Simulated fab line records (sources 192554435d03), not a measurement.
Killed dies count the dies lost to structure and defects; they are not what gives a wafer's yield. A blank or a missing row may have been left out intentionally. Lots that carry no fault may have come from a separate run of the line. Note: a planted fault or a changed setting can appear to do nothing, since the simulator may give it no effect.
Chamber matching || flow n5 finfet || 4 sister chambers for N5_BEOL_M12_ETCH_59 on rie diel-06
The step etches BARC in N2/H2, target depth 89 nm, overetch 26.7 nm, time 67.9 s. 16 wafers are shown with their chamber, then 8 later ones without.

## EACH WAFER AND ITS CHAMBER
{"wafer": "L075.3", "chamber": 0, "drypump motor current A (A)": 5.8, "throttle valve pct (%)": 18.0, "showerhead plenum p Torr (Torr)": 2.54}
{"wafer": "L075.5", "chamber": 2, "drypump motor current A (A)": 6.9, "throttle valve pct (%)": 18.2, "showerhead plenum p Torr (Torr)": 2.51}
{"wafer": "L075.6", "chamber": 0, "drypump motor current A (A)": 5.8, "throttle valve pct (%)": 18.0, "showerhead plenum p Torr (Torr)": 2.54}
{"wafer": "L077.1", "chamber": 0, "drypump motor current A (A)": 5.8, "throttle valve pct (%)": 18.0, "showerhead plenum p Torr (Torr)": 2.54}
{"wafer": "L077.5", "chamber": 0, "drypump motor current A (A)": 5.8, "throttle valve pct (%)": 18.0, "showerhead plenum p Torr (Torr)": 2.54}
{"wafer": "L077.6", "chamber": 3, "drypump motor current A (A)": 5.5, "throttle valve pct (%)": 17.8, "showerhead plenum p Torr (Torr)": 2.55}
{"wafer": "L083.1", "chamber": 2, "drypump motor current A (A)": 6.9, "throttle valve pct (%)": 18.2, "showerhead plenum p Torr (Torr)": 2.50}
{"wafer": "L083.2", "chamber": 0, "drypump motor current A (A)": 5.8, "throttle valve pct (%)": 18.0, "showerhead plenum p Torr (Torr)": 2.54}
{"wafer": "L083.5", "chamber": 2, "drypump motor current A (A)": 6.8, "throttle valve pct (%)": 18.2, "showerhead plenum p Torr (Torr)": 2.50}
{"wafer": "L087.3", "chamber": 3, "drypump motor current A (A)": 5.4, "throttle valve pct (%)": 17.8, "showerhead plenum p Torr (Torr)": 2.55}
{"wafer": "L087.5", "chamber": 3, "drypump motor current A (A)": 5.4, "throttle valve pct (%)": 17.8, "showerhead plenum p Torr (Torr)": 2.55}
{"wafer": "L087.6", "chamber": 0, "drypump motor current A (A)": 5.8, "throttle valve pct (%)": 18.0, "showerhead plenum p Torr (Torr)": 2.53}
{"wafer": "L085.2", "chamber": 2, "drypump motor current A (A)": 6.8, "throttle valve pct (%)": 18.3, "showerhead plenum p Torr (Torr)": 2.50}
{"wafer": "L085.5", "chamber": 1, "drypump motor current A (A)": 5.8, "throttle valve pct (%)": 18.2, "showerhead plenum p Torr (Torr)": 2.44}
{"wafer": "L085.6", "chamber": 2, "drypump motor current A (A)": 6.9, "throttle valve pct (%)": 18.3, "showerhead plenum p Torr (Torr)": 2.50}
{"wafer": "L090.1", "chamber": 3, "drypump motor current A (A)": 5.4, "throttle valve pct (%)": 17.8, "showerhead plenum p Torr (Torr)": 2.54}

SIGNATURES (means of the wafers above)
{"reading": "drypump motor current A", "chamber 0": 5.800, "chamber 1": 5.800, "chamber 2": 6.860, "chamber 3": 5.425, "scatter within a chamber": 0.0403}
{"reading": "throttle valve pct", "chamber 0": 18.000, "chamber 1": 18.200, "chamber 2": 18.240, "chamber 3": 17.800, "scatter within a chamber": 0.0316}
{"reading": "showerhead plenum p Torr", "chamber 0": 2.5383, "chamber 1": 2.4400, "chamber 2": 2.5020, "chamber 3": 2.5475, "scatter within a chamber": 0.00446}
Rule: a wafer lies at a distance from a chamber equal to the root of the sum of squares, over the readings, of (its reading less the chamber's mean, divided by the reading's scatter). If the next closest chamber is less than 2 further off than the closest, the wafer can't be placed; otherwise it belongs to the closest. How the scatter is found: for the shown wafers, subtract from each reading the mean of its chamber, square and add these, divide the total by (wafers less chambers), then take the root.

## WAFERS WHOSE CHAMBER IS MISSING
{"wafer": "L090.4", "drypump motor current A (A)": 5.8, "throttle valve pct (%)": 18.2, "showerhead plenum p Torr (Torr)": 2.44}
{"wafer": "L090.5", "drypump motor current A (A)": 5.8, "throttle valve pct (%)": 18.0, "showerhead plenum p Torr (Torr)": 2.53}
{"wafer": "L089.1", "drypump motor current A (A)": 5.8, "throttle valve pct (%)": 18.0, "showerhead plenum p Torr (Torr)": 2.53}
{"wafer": "L089.4", "drypump motor current A (A)": 6.8, "throttle valve pct (%)": 18.3, "showerhead plenum p Torr (Torr)": 2.50}
{"wafer": "L089.6", "drypump motor current A (A)": 5.8, "throttle valve pct (%)": 18.0, "showerhead plenum p Torr (Torr)": 2.53}
{"wafer": "L091.1", "drypump motor current A (A)": 5.8, "throttle valve pct (%)": 18.3, "showerhead plenum p Torr (Torr)": 2.44}
{"wafer": "L091.4", "drypump motor current A (A)": 5.8, "throttle valve pct (%)": 18.0, "showerhead plenum p Torr (Torr)": 2.52}
{"wafer": "L091.5", "drypump motor current A (A)": 5.4, "throttle valve pct (%)": 17.8, "showerhead plenum p Torr (Torr)": 2.54}

## THE CHAMBER EACH PASSED THROUGH
{"wafer": "L090.4", "from the rows above": 1, "in truth": 1}
{"wafer": "L090.5", "from the rows above": 0, "in truth": 0}
{"wafer": "L089.1", "from the rows above": 0, "in truth": 0}
{"wafer": "L089.4", "from the rows above": 2, "in truth": 2}
{"wafer": "L089.6", "from the rows above": 0, "in truth": 0}
{"wafer": "L091.1", "from the rows above": 1, "in truth": 1}
{"wafer": "L091.4", "from the rows above": 0, "in truth": 0}
{"wafer": "L091.5", "from the rows above": 3, "in truth": 3}
Correct placement for 8 of the 8. From these rows, 0 cannot be placed. Wrongly placed: 0.
